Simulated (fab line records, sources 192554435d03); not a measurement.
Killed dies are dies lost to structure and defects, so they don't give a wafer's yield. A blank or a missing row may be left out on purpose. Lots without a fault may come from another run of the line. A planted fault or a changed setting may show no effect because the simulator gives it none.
Split-lot experiment | flow n5_finfet | 7 lots, 21 wafers read, on a route of 1938 steps

THE SPLIT
At N5_PMOS_HMC_CHANNEL_EPI_PEB_07 (peb time 60 s), the setting peb_temp_c was moved away from the recipe's 110 C on 10 of the 21 wafers read, by -2.9% to +2.5%. The other wafers ran this setting at the recipe's value.

FROM THE SPLIT TO THE READING: what the file shows between them, 1 step
- N5_PMOS_HMC_CHANNEL_EPI_DEVELOP_08: develop time 30 s

THE READING
cd_nm, in nm, at N5_PMOS_HMC_CHANNEL_EPI_CD_MEAS_09 (target cd 237.4 nm). Fault-free wafers of this fab line usually give 237.8 nm, standard deviation 0.95 nm.

wafer  | tool, chamber at the split | peb_temp_c as run, C | against the recipe | cd_nm, nm | against lot-mates on the recipe
L074.1 | litho_track-01, 0          | 106.8                | -2.9%              | 226.6     | no lot-mate on the recipe
L074.4 | litho_track-01, 0          | 106.8                | -2.9%              | 227.1     | no lot-mate on the recipe
L074.5 | litho_track-01, 0          | 106.8                | -2.9%              | 227.7     | no lot-mate on the recipe
L084.1 | litho_track-03, 0          | 111.8                | +1.6%              | 243.6     | +4.2
L084.2 | litho_track-03, 0          | 110                  | recipe             | 239.4     | -
L084.5 | litho_track-03, 0          | 111.8                | +1.6%              | 245.5     | +6.1
L086.2 | litho_track-03, 0          | 110                  | recipe             | 239.6     | -
L086.5 | litho_track-03, 0          | 107                  | -2.7%              | 229.0     | -10.6
L086.6 | litho_track-03, 0          | 107                  | -2.7%              | 228.1     | -11.5
L087.3 | litho_track-05, 0          | 110                  | recipe             | 237.6     | -
L087.5 | litho_track-05, 0          | 112.8                | +2.5%              | 244.6     | +7.0
L087.6 | litho_track-05, 0          | 112.8                | +2.5%              | 245.0     | +7.4
L089.2 | litho_track-03, 0          | 110                  | recipe             | 238.8     | -
L089.4 | litho_track-03, 0          | 110                  | recipe             | 238.6     | -
L089.6 | litho_track-03, 0          | 110                  | recipe             | 239.0     | -
L093.1 | litho_track-01, 0          | 110                  | recipe             | 235.7     | -
L093.2 | litho_track-01, 0          | 111.8                | +1.6%              | 242.3     | +5.3
L093.4 | litho_track-01, 0          | 110                  | recipe             | 238.3     | -
L094.3 | litho_track-05, 0          | 110                  | recipe             | 237.3     | -
L094.4 | litho_track-05, 0          | 110                  | recipe             | 237.3     | -
L094.5 | litho_track-05, 0          | 110                  | recipe             | 237.6     | -

THE FIT
A straight line over all 21 wafers: cd_nm changes by +3.4 nm for each +1% of peb_temp_c; r = +0.98; the points scatter about the line by 1.2 nm.
The same after taking each lot's own level away (the mean of its wafers on the recipe; 18 wafers): +3.47 nm for each +1%; r = +0.98; scatter 0.92 nm.
On that fit, the largest move of peb_temp_c shifts the reading by 10 nm.
The lots' own levels span 237.00 to 239.60 nm, that is 2.7 times the standard deviation above.
So the lot-to-lot level changes the slope little: the two slopes agree.
Check: with one of the wafers moved furthest among these (-2.7%) left out of the fit, the line predicts -9.58 nm for it against its lot-mates. It came out at -10.6 nm against them.

OTHER SPLITS ON THESE WAFERS
These wafers also went through other splits before the reading. Each is held against what the fit with the lots' levels taken away leaves over:
other split on the same wafers           | wafers away from the commonest value | r with cd_nm (lot level and that fit taken away)
N5_ZERO_LAYER_PECVD_02 time_s            | 7                                    | +0.57
N5_ZERO_LAYER_EXPOSE_08 dose_mj          | 5                                    | -0.05
N5_PMOS_HMC_CHANNEL_EPI_HM_DEP_34 time_s | 7                                    | -0.10

THE WHOLE CHAIN: every reading that the file lists as answering this split, in the file's order
step                               | what it does             | reading                                                                     | change (the file's fit)              | r (the file's)
N5_PMOS_HMC_CHANNEL_EPI_CD_MEAS_09 | target cd 237.4 nm       | cd_nm                                                                       | +3.4 nm for each +1% of the setting  | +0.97
N5_PMOS_HMC_CHANNEL_EPI_DESCUM_14  | chemistry O2, time 7.9 s | PMOS_HMC_CHANNEL_EPI.cd_nm (the simulator's own value, which no gauge read) | +3.39 nm for each +1% of the setting | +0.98

THE FILE'S OWN FIT
cd_nm changes by +3.4 nm for each +1% of peb_temp_c, r = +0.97.
